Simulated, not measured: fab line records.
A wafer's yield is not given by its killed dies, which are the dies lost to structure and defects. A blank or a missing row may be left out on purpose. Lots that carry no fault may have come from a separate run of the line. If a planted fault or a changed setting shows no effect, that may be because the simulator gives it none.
Chamber matching    flow n5-finfet    N5_DUMMY_GATE_ETCH_36 on rie-diel-03: 4 sister chambers
The step etches SiARC in CF4, target depth 13 nm. 14 wafers are shown with their chamber, then 7 later ones without.

## WAFERS, EACH WITH ITS CHAMBER
wafer   chamber  showerhead-plenum-p-Torr (Torr)  throttle-valve-pct (%)  drypump-motor-current-A (A)
L074.1  0        2.13                             15.47                   5.58
L074.2  1        2.00                             15.32                   5.22
L074.3  3        2.13                             15.82                   5.71
L075.1  1        2.00                             15.30                   5.23
L075.4  3        2.13                             15.84                   5.68
L075.5  1        2.00                             15.30                   5.21
L081.1  2        2.15                             16.03                   5.29
L081.3  0        2.13                             15.50                   5.56
L081.6  1        1.99                             15.35                   5.19
L082.1  0        2.13                             15.49                   5.57
L082.2  2        2.15                             16.02                   5.31
L082.6  2        2.15                             16.05                   5.32
L093.3  1        1.99                             15.36                   5.22
L093.5  1        1.99                             15.36                   5.23

SIGNATURES (averages over the wafers above)
reading                   chamber 0  chamber 1  chamber 2  chamber 3  scatter within a chamber
showerhead-plenum-p-Torr  2.1300     1.9950     2.1500     2.1300     0.00387
throttle-valve-pct        15.4867    15.3317    16.0333    15.8300    0.0228
drypump-motor-current-A   5.5700     5.2167     5.3067     5.6950     0.015
Rule: for a wafer and a chamber, the distance is found by dividing, reading by reading, the gap between the wafer's reading and the chamber's mean by the reading's scatter, squaring, summing and taking the root. The wafer belongs to the nearest chamber; if the next one is less than 2 further off, it can't be placed. The scatter: take each reading less its chamber's mean, square it, sum over the shown wafers, divide by the number of wafers less the number of chambers, and take the root.

## WAFERS MISSING THEIR CHAMBER
wafer   showerhead-plenum-p-Torr (Torr)  throttle-valve-pct (%)  drypump-motor-current-A (A)
L093.6  2.12                             15.89                   5.71
L095.2  2.14                             16.10                   5.32
L095.5  2.13                             15.53                   5.53
L095.6  2.12                             15.90                   5.70
L097.2  1.99                             15.37                   5.23
L097.4  2.12                             15.53                   5.57
L097.6  2.12                             15.54                   5.55

## THE CHAMBER EACH PASSED THROUGH
wafer   from the rows above  in truth
L093.6  3                    3
L095.2  2                    2
L095.5  0                    0
L095.6  3                    3
L097.2  1                    1
L097.4  0                    0
L097.6  0                    0
Placed correctly: 7 of 7. Not placeable from these rows: 0. Placed wrongly: 0.
